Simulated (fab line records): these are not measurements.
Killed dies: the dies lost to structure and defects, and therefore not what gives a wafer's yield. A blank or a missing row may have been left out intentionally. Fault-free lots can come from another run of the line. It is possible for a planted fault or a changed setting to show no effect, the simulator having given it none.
Split-lot trial	flow n5Finfet	21 wafers read across 7 lots, on a route 1938 steps long

## THE SPLIT
At N5_FIN_SAQP_EXPOSE_13 (exposes mask FIN CORE, target cd 35.6 nm), the setting doseMj was moved away from the recipe's 63.25 on 5 of the 21 wafers read, by -4.9% to +5.8%. All remaining wafers had this setting at the recipe value.

## FROM THE SPLIT TO THE READING: what the file shows between them, 2 steps
- N5_FIN_SAQP_PEB_14: peb time 60 s
- N5_FIN_SAQP_DEVELOP_15: develop time 30 s

## THE READING
cdNm, in nm, at N5_FIN_SAQP_CD_MEAS_16 (target cd 35.6 nm). Fault-free wafers of this fab line usually give 35.7 nm, standard deviation 0.37 nm.

wafer	tool, chamber at the split	doseMj as run	against the recipe	cdNm, nm	against lot-mates on the recipe
L078.2	arfiScanner-03, 0	66.92	+5.8%	34.2	-1.5
L078.3	arfiScanner-03, 0	66.92	+5.8%	33.7	-2.0
L078.6	arfiScanner-03, 0	63.25	recipe	35.7	-
L079.1	arfiScanner-02, 0	63.25	recipe	35.7	-
L079.3	arfiScanner-02, 0	63.25	recipe	35.5	-
L079.4	arfiScanner-02, 0	63.25	recipe	35.4	-
L084.3	arfiScanner-01, 0	63.25	recipe	35.9	-
L084.4	arfiScanner-01, 0	63.25	recipe	36.1	-
L084.5	arfiScanner-01, 0	63.25	recipe	35.5	-
L085.3	arfiScanner-02, 0	63.25	recipe	36.1	-
L085.4	arfiScanner-02, 0	63.25	recipe	36.4	-
L085.5	arfiScanner-02, 0	66.74	+5.5%	34.7	-1.5
L088.1	arfiScanner-03, 0	61.22	-3.2%	36.3	+0.8
L088.3	arfiScanner-03, 0	63.25	recipe	35.7	-
L088.4	arfiScanner-03, 0	63.25	recipe	35.3	-
L091.2	arfiScanner-02, 0	63.25	recipe	35.3	-
L091.3	arfiScanner-02, 0	63.25	recipe	35.3	-
L091.6	arfiScanner-02, 0	63.25	recipe	35.3	-
L097.2	arfiScanner-01, 0	60.12	-4.9%	37.1	+1.5
L097.3	arfiScanner-01, 0	63.25	recipe	35.3	-
L097.5	arfiScanner-01, 0	63.25	recipe	36.0	-

THE FIT
A straight line over all 21 wafers: cdNm changes by -0.259 nm for each +1% of doseMj; r = -0.89; the points scatter about the line by 0.35 nm.
The same after taking each lot's own level away (the mean of its wafers on the recipe; 21 wafers): -0.291 nm for each +1%; r = -0.97; scatter 0.2 nm.
That fit puts the effect of the largest move of doseMj on the reading at 1.7 nm.
The lots' own levels span 35.30 to 36.25 nm, that is 2.6 times the standard deviation above.
So the lot-to-lot level changes the slope: the two fits differ.
Check: with one of the wafers moved furthest among these (+5.8%) left out of the fit, the line predicts -1.77 nm for it against its lot-mates. Against them it came out at -1.5 nm.

## FURTHER SPLITS ON THESE WAFERS
Before the reading, these wafers also passed through other splits. Each is held against what the fit with the lots' levels taken away leaves over:
other split on the same wafers	wafers away from the commonest value	r with cdNm (lot level and that fit taken away)
N5_ZERO_LAYER_PECVD_02 timeS	6	+0.28
N5_ZERO_LAYER_ETCH_18 icpW	6	-0.18
N5_PMOS_HMC_CHANNEL_EPI_PEB_07 pebTimeS	7	+0.13
N5_PMOS_HMC_CHANNEL_EPI_DESCUM_14 timeS	6	+0.07
N5_FIN_SAQP_HM_DEP_03 timeS	10	+0.02

## FILE'S OWN FIT
cdNm changes by -0.288 nm for each +1% of doseMj, r = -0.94.
